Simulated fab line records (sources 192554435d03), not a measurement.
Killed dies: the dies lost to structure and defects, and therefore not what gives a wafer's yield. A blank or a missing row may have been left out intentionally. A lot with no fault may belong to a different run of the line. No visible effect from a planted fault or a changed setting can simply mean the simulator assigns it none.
Lot-split experiment    flow n5Finfet    on a route of 1938 steps: 7 lots, 21 wafers read

ON THE SPLIT
At N5_WELL_APT_COAT_02 (resist thk 950 nm), the setting spinRpm was moved away from the recipe's 1357 rpm on 9 of the 21 wafers read, by -5.7% to +7.7%. For the rest of the wafers, this setting stayed at what the recipe calls for.

The reading comes from the split's own step.

THE READING
coat_of_WELL_APT_COAT_02.thkNm (the simulator's own value, which no gauge read), in nm, at N5_WELL_APT_COAT_02 (resist thk 950 nm). The file does not state a usual value for it. Here, 12 wafers ran the recipe; their average is 951.0 nm with a standard deviation of 2.4 nm.

wafer   tool, chamber at the split  spinRpm as run, rpm  against the recipe  coat_of_WELL_APT_COAT_02.thkNm, nm  against lot-mates on the recipe
L075.1  lithoTrack-01, 0            1461                 +7.7%               920.2                               -34.9
L075.4  lithoTrack-01, 0            1357                 recipe              956.3                               -
L075.5  lithoTrack-01, 0            1357                 recipe              953.9                               -
L078.1  lithoTrack-04, 0            1357                 recipe              949.9                               -
L078.2  lithoTrack-04, 0            1357                 recipe              950.7                               -
L078.4  lithoTrack-04, 0            1357                 recipe              948.7                               -
L084.2  lithoTrack-01, 0            1357                 recipe              949.8                               -
L084.3  lithoTrack-01, 0            1357                 recipe              951.4                               -
L084.5  lithoTrack-01, 0            1357                 recipe              950                                 -
L085.2  lithoTrack-04, 0            1280                 -5.7%               976                                 no lot-mate on the recipe
L085.4  lithoTrack-04, 0            1280                 -5.7%               977.5                               no lot-mate on the recipe
L085.6  lithoTrack-04, 0            1280                 -5.7%               972.6                               no lot-mate on the recipe
L089.1  lithoTrack-01, 0            1357                 recipe              949.7                               -
L089.4  lithoTrack-01, 0            1425                 +5.0%               926.8                               -22.9
L089.5  lithoTrack-01, 0            1425                 +5.0%               927.8                               -21.9
L096.1  lithoTrack-04, 0            1357                 recipe              947.2                               -
L096.2  lithoTrack-04, 0            1294                 -4.6%               972.1                               +21.9
L096.3  lithoTrack-04, 0            1357                 recipe              953.2                               -
L097.2  lithoTrack-01, 0            1456                 +7.3%               918.9                               -31.9
L097.4  lithoTrack-01, 0            1357                 recipe              950.8                               -
L097.6  lithoTrack-01, 0            1456                 +7.3%               917.4                               -33.4

FIT RESULTS
A straight line over all 21 wafers: coat_of_WELL_APT_COAT_02.thkNm changes by -4.39 nm for each +1% of spinRpm; r = -0.99; the points scatter about the line by 2.3 nm.
The same after taking each lot's own level away (the mean of its wafers on the recipe; 18 wafers): -4.53 nm for each +1%; r = -1.00; scatter 1.3 nm.
That fit puts the effect of the largest move of spinRpm on the reading at 35 nm.
Measured against the standard deviation above, the lots' own levels, which go from 949.70 to 955.10 nm, span 2.3 times it.
Hence the lot-to-lot level has little effect on the slope; both slopes agree.
Check: -34.5 nm against its lot-mates is what the line predicts for one of the wafers moved furthest among these (+7.7%) when that wafer is left out of the fit. Against them it came out at -34.9 nm.

THE FILE'S OWN FIT
coat_of_WELL_APT_COAT_02.thkNm changes by -4.54 nm for each +1% of spinRpm, r = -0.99.
